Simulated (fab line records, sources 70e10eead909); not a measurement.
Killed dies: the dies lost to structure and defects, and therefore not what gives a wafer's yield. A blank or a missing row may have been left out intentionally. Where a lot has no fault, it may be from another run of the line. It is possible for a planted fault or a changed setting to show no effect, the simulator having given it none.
Matching of chambers + flow nand_harc + NHARC_P_GATE_DEP_103 on pecvd-03: 3 sister chambers
The step deposits SiON, target thk 30 nm. 16 wafers are shown with their chamber, then 8 later ones without.

WAFERS WITH THEIR CHAMBER
| wafer  | chamber | heater_power_w (W) |
|--------|---------|--------------------|
| L074.2 | 1       | 761                |
| L074.3 | 2       | 803                |
| L074.6 | 1       | 750                |
| L074.1 | 0       | 576                |
| L074.4 | 2       | 806                |
| L074.5 | 0       | 581                |
| L082.3 | 1       | 777                |
| L082.4 | 0       | 497                |
| L082.5 | 1       | 802                |
| L088.2 | 2       | 819                |
| L088.3 | 1       | 731                |
| L088.5 | 2       | 809                |
| L089.3 | 0       | 553                |
| L089.4 | 0       | 560                |
| L089.5 | 2       | 793                |
| L094.1 | 2       | 706                |

SIGNATURES, as means of the wafers listed above
| reading        | chamber 0 | chamber 1 | chamber 2 | scatter within a chamber |
|----------------|-----------|-----------|-----------|--------------------------|
| heater_power_w | 553.40    | 764.20    | 789.33    | 35.2                     |
Rule: a wafer's distance from a chamber is the root of the sum, over the readings, of the square of ((its reading less the chamber's mean) divided by the reading's scatter). The wafer belongs to the nearest chamber; if the next one is less than 2 further off, it can't be placed. The scatter: the root of (the sum of the squares of (reading less its chamber's mean) over the shown wafers, divided by (wafers less chambers)).

WAFERS WITH NO CHAMBER GIVEN
| wafer  | heater_power_w (W) |
|--------|--------------------|
| L094.4 | 796                |
| L094.5 | 627                |
| L097.1 | 627                |
| L097.4 | 761                |
| L097.5 | 791                |
| L097.2 | 748                |
| L097.3 | 804                |
| L097.6 | 610                |

EACH ONE'S CHAMBER
| wafer  | from the rows above     | in truth |
|--------|-------------------------|----------|
| L094.4 | can't be placed: 2 or 1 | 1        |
| L094.5 | can't be placed: 0 or 1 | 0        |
| L097.1 | can't be placed: 0 or 1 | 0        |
| L097.4 | can't be placed: 1 or 2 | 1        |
| L097.5 | can't be placed: 2 or 1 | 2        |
| L097.2 | can't be placed: 1 or 2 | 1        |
| L097.3 | can't be placed: 2 or 1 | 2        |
| L097.6 | 0                       | 0        |
Correctly placed: 1 of 8. Cannot be placed on the basis of these rows: 7; the candidates contain the true chamber in 7. Placed wrongly: 0.
